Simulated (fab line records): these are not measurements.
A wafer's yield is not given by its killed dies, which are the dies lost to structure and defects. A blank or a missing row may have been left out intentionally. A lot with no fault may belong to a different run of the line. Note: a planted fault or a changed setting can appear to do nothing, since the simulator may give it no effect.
8D (eight disciplines) problem report, filled in by code	flow nandHarc	the parts of the form that need people (team, actions taken, sign-off) are left out

== 1. WHAT IS WRONG ==
killedAtPeriphery at NHARC_END_SORT_01 reads a mean of 657.7 on 3 wafers of 2 lots; wafers without a fault read 3.0 with a standard deviation of 2.1. That is +99 or more standard deviations from the usual mean.
First seen on wafer L271.3, day 21 03:52, on prober-01. At this step, 6 wafers from 2 lots have a number in the record. The rule behind "out" and "out of limits": a value lying over 4 standard deviations away from the usual mean. The other wafers with a number count as sound.

== 2. WHAT THIS IS AND IS NOT ==
question	is	is not
which readings at this step	killedAtPeriphery, killedDies	killedAtArray, killedAtOther, killedOpen, killedShort
which lots	L271, L272	-
which wafers of those lots	L271.3, L272.4, L272.6	L271.2, L271.5, L272.5
read on which gauges	prober-01	-
when	from day 21 03:52	up to then (1 sound wafer); but 2 sound wafers of L271, L272 came after

== 3. WHAT RULES OUT EACH SUSPECT ==
Counting: any tool at a process step up to the reading remains a suspect provided it ran every lot that is out. Sound lots after the first of them don't rule it out here, since some wafers of a struck lot are sound.
- the gauge at NHARC_END_SORT_01: kept. All the wafers that are out were read on prober-01, and no step on other tools shows them out.
- aldMetal-04 at NHARC_P_CONTACT_ALD_22 (deposits TiN, target thk 3 nm, pulse time 1 s, ald cycles 150): kept. It ran every lot that is out, first L271 (day 7 03:07).
What counting leaves: aldMetal-04 at NHARC_P_CONTACT_ALD_22 and prober-01 at NHARC_END_SORT_01.

== 4. THE CAUSE (what the simulator had put in) ==
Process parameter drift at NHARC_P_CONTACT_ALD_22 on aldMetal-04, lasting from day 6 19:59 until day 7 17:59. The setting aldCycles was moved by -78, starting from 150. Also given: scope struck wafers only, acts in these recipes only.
This tool is one of the 2 suspects left after counting.

== 5. SEQUENCE OF EFFECTS, ordered by route ==
One row per reading whose mean, taken over the struck wafers that have a number, lies over 3 standard deviations from the usual. Scope: only readings with a usual standard deviation given in the record; hours: median across lots of the time from each lot's start at the first step in this table that gives one to its start at this step; sigmas: change in usual standard deviations.
hours	step	reading	usual	on struck wafers	change	sigmas
0	NHARC_END_SORT_01	killedAtPeriphery	3.0	657.7	+654.7	+99 or more
0	NHARC_END_SORT_01	killedDies	31	677	+646	+54

== 6. HOW IT WOULD HAVE BEEN CAUGHT EARLIER ==
In this record the first reading out of limits at a measuring or inspecting step was taken at day 21 03:52, 344 hours after the fault began at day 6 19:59.
Tool readings at NHARC_P_CONTACT_ALD_22 with a usual standard deviation given in the record: none out on any struck wafer, hence no alarm at a limit of 4 standard deviations on them.
The start of NHARC_P_CONTACT_ALD_22 on aldMetal-04 came by day 21 03:52 for every one of the lots that are out (2). Holding the tool at that point would not have protected any of them.
